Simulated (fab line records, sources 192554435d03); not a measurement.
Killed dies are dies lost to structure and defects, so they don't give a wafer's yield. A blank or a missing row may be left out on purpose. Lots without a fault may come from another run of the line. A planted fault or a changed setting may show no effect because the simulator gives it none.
One fault seen from 2 desks | flow n5_finfet | each desk has only its own numbers; what lay behind them comes last

THE DEFECT DESK
What the inspections along the route counted, lot by lot: means of the sampled wafers that have a number. A lot is out of limits, marked OUT, if its mean lies more than 4 standard deviations from the usual mean; the brackets give that distance.
Columns: A = raw_defect_count at N5_BEOL_M6_INSPECT_13, usual 430
lot  | first seen here | A
L150 | day 9 08:52     | 388
L149 | day 9 12:13     | 509
L151 | day 10 02:41    | 378
L153 | day 10 15:53    | 455
L163 | day 13 10:11    | 421
L168 | day 14 02:33    | 483
L166 | day 14 09:11    | 536
L167 | day 14 14:25    | 328
L170 | day 14 14:36    | 491
L169 | day 14 20:30    | 415
L171 | day 15 14:34    | 508
This desk's finding: nothing out of limits on any of the 11 lots.

THE TOOL OWNER'S DESK: rie_diel-03
The tool's own readings at N5_BEOL_M6_ETCH_72 (etches underlayer in N2/H2, target depth 6.5 nm, time 5.2 s): means of the sampled wafers that have a number, for each lot that ran on this tool. A lot is out of limits, marked OUT, if its mean lies more than 4 standard deviations from the usual mean; the brackets give that distance.
Columns: A = drypump_motor_current_A at N5_BEOL_M6_ETCH_72, usual 5.5 A; B = etch_rf_on_time_s at N5_BEOL_M6_ETCH_72, usual 5.16 s; C = oes_product_au at N5_BEOL_M6_ETCH_72, usual 0.71 a.u.; D = rf_vpp_V at N5_BEOL_M6_ETCH_72, usual 524 V; E = showerhead_plenum_p_Torr at N5_BEOL_M6_ETCH_72, usual 2.55 Torr; F = throttle_valve_pct at N5_BEOL_M6_ETCH_72, usual 17.76 %
lot  | first seen here | A   | B    | C    | D   | E    | F
L149 | day 9 17:52     | 5.6 | 5.17 | 0.65 | 523 | 2.53 | 17.90
L153 | day 10 16:52    | 5.5 | 5.40 | 0.65 | 524 | 2.56 | 17.76
L163 | day 13 13:02    | 5.4 | 4.81 | 0.68 | 523 | 2.51 | 17.84
L166 | day 14 10:39    | 5.4 | 4.73 | 0.71 | 527 | 2.59 | 17.72
This desk's finding: nothing out of limits on any of the 4 lots.

PUT TOGETHER
The defect desk saw nothing out of limits.
The tool owner's desk saw nothing out of limits.

WHAT THE SIMULATOR HAD PUT IN
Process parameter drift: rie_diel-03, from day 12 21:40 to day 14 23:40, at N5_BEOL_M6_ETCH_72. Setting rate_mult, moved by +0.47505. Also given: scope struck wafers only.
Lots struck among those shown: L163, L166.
